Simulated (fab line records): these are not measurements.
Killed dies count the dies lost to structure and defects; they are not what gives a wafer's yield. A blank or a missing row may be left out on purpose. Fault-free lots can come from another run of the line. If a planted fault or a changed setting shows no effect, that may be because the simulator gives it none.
Chamber matching :: flow nand-harc :: cmp-03 running NHARC_A_WL_FILL_CMP_12: 4 sister chambers
The step polishes, t overpolish 30 s, target thk 75 nm. 8 wafers are shown with their chamber, then 10 later ones without.

## WAFERS, EACH WITH ITS CHAMBER
wafer: L084.5
chamber: 3
motor-current-A (A): 15.4
time-to-endpoint-s (s): 14.7

wafer: L085.1
chamber: 1
motor-current-A (A): 13.4
time-to-endpoint-s (s): 13.0

wafer: L085.5
chamber: 0
motor-current-A (A): 11.9
time-to-endpoint-s (s): 17.9

wafer: L086.1
chamber: 3
motor-current-A (A): 14.3
time-to-endpoint-s (s): 16.6

wafer: L086.3
chamber: 0
motor-current-A (A): 12.0
time-to-endpoint-s (s): 14.2

wafer: L086.5
chamber: 2
motor-current-A (A): 11.6
time-to-endpoint-s (s): 13.7

wafer: L089.1
chamber: 2
motor-current-A (A): 11.2
time-to-endpoint-s (s): 11.3

wafer: L089.2
chamber: 1
motor-current-A (A): 13.0
time-to-endpoint-s (s): 10.6

## WAFERS MISSING THEIR CHAMBER
wafer: L089.6
motor-current-A (A): 14.2
time-to-endpoint-s (s): 13.0

wafer: L096.1
motor-current-A (A): 14.2
time-to-endpoint-s (s): 16.6

wafer: L096.2
motor-current-A (A): 11.6
time-to-endpoint-s (s): 15.2

wafer: L096.3
motor-current-A (A): 11.5
time-to-endpoint-s (s): 16.4

wafer: L095.3
motor-current-A (A): 11.9
time-to-endpoint-s (s): 13.6

wafer: L095.5
motor-current-A (A): 12.5
time-to-endpoint-s (s): 12.3

wafer: L095.6
motor-current-A (A): 11.9
time-to-endpoint-s (s): 15.3

wafer: L097.3
motor-current-A (A): 11.2
time-to-endpoint-s (s): 12.5

wafer: L097.4
motor-current-A (A): 13.7
time-to-endpoint-s (s): 12.4

wafer: L097.6
motor-current-A (A): 11.5
time-to-endpoint-s (s): 15.9

## THE CHAMBER EACH PASSED THROUGH
wafer: L089.6
from the rows above: can't be placed: 3 or 1
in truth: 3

wafer: L096.1
from the rows above: can't be placed: 3 or 1
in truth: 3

wafer: L096.2
from the rows above: can't be placed: 0 or 2
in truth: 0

wafer: L096.3
from the rows above: can't be placed: 0 or 2
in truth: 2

wafer: L095.3
from the rows above: can't be placed: 2 or 0 or 1
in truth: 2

wafer: L095.5
from the rows above: can't be placed: 1 or 0 or 2
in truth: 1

wafer: L095.6
from the rows above: can't be placed: 0 or 2
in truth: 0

wafer: L097.3
from the rows above: 2
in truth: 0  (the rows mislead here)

wafer: L097.4
from the rows above: can't be placed: 1 or 3
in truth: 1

wafer: L097.6
from the rows above: can't be placed: 0 or 2
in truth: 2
Placed correctly: 0 of 10. Unplaceable from these rows: 9, with the true chamber sitting among the candidates in 9. Placed wrongly: 1.
How it was worked out, from the rows above alone: a wafer's distance from a chamber is the root of the sum, over the readings, of the square of ((its reading less the chamber's mean) divided by the reading's scatter). If the next closest chamber is less than 2 further off than the closest, the wafer can't be placed; otherwise it belongs to the closest. The mean given for a chamber averages the wafers shown for that chamber. The scatter: the root of (the sum of the squares of (reading less its chamber's mean) over the shown wafers, divided by (wafers less chambers)).
